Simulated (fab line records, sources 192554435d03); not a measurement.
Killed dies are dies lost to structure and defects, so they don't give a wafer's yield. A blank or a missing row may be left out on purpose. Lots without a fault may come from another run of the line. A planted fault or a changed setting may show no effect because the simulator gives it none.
One fault seen from 2 desks | flow n5_finfet | each desk has only its own numbers; what lay behind them comes last

THE TOOL OWNER'S DESK: pecvd-02
The tool's own readings at N5_BEOL_M9_PECVD_70 (deposits SiO2 from TEOS/O2, target thk 20 nm, time 22.7 s): means of the sampled wafers that have a number, for each lot that ran on this tool. A lot is out of limits, marked OUT, if its mean lies more than 4 standard deviations from the usual mean; the brackets give that distance.
Columns: A = heater_power_outer_w at N5_BEOL_M9_PECVD_70, usual 388 W; B = heater_power_w at N5_BEOL_M9_PECVD_70, usual 670 W; C = showerhead_plenum_p_Torr at N5_BEOL_M9_PECVD_70, usual 8.78 Torr; D = throttle_valve_pct at N5_BEOL_M9_PECVD_70, usual 22.6 %
lot  | first seen here | A   | B   | C    | D
L580 | day 10 23:06    | 403 | 680 | 8.76 | 22.8
L582 | day 11 08:08    | 371 | 640 | 8.75 | 22.9
L583 | day 11 18:02    | 369 | 634 | 8.75 | 24.2
L585 | day 12 10:40    | 367 | 662 | 8.75 | 23.5
L589 | day 13 01:30    | 407 | 676 | 8.77 | 21.7
L599 | day 15 17:02    | 426 | 709 | 8.75 | 23.1
This desk's finding: nothing out of limits on any of the 6 lots.

THE METROLOGY DESK
What the gauges read, lot by lot, whatever tool the lot ran on: means of the sampled wafers that have a number. A lot is out of limits, marked OUT, if its mean lies more than 4 standard deviations from the usual mean; the brackets give that distance.
Columns: A = M10_ILD_THK at N5_BEOL_M10_THK_MEAS_01, usual 267 nm
lot  | first seen here | A
L580 | day 11 08:05    | 272
L582 | day 11 16:18    | 266
L583 | day 12 00:10    | 267
L584 | day 12 15:15    | 266
L585 | day 12 16:25    | 270
L589 | day 13 08:05    | 268
L595 | day 14 20:22    | 267
L597 | day 15 07:25    | 265
L598 | day 15 11:50    | 264
L599 | day 15 22:29    | 265
This desk's finding: nothing out of limits on any of the 10 lots.

PUT TOGETHER
The tool owner's desk saw nothing out of limits.
The metrology desk saw nothing out of limits.

WHAT THE SIMULATOR HAD PUT IN
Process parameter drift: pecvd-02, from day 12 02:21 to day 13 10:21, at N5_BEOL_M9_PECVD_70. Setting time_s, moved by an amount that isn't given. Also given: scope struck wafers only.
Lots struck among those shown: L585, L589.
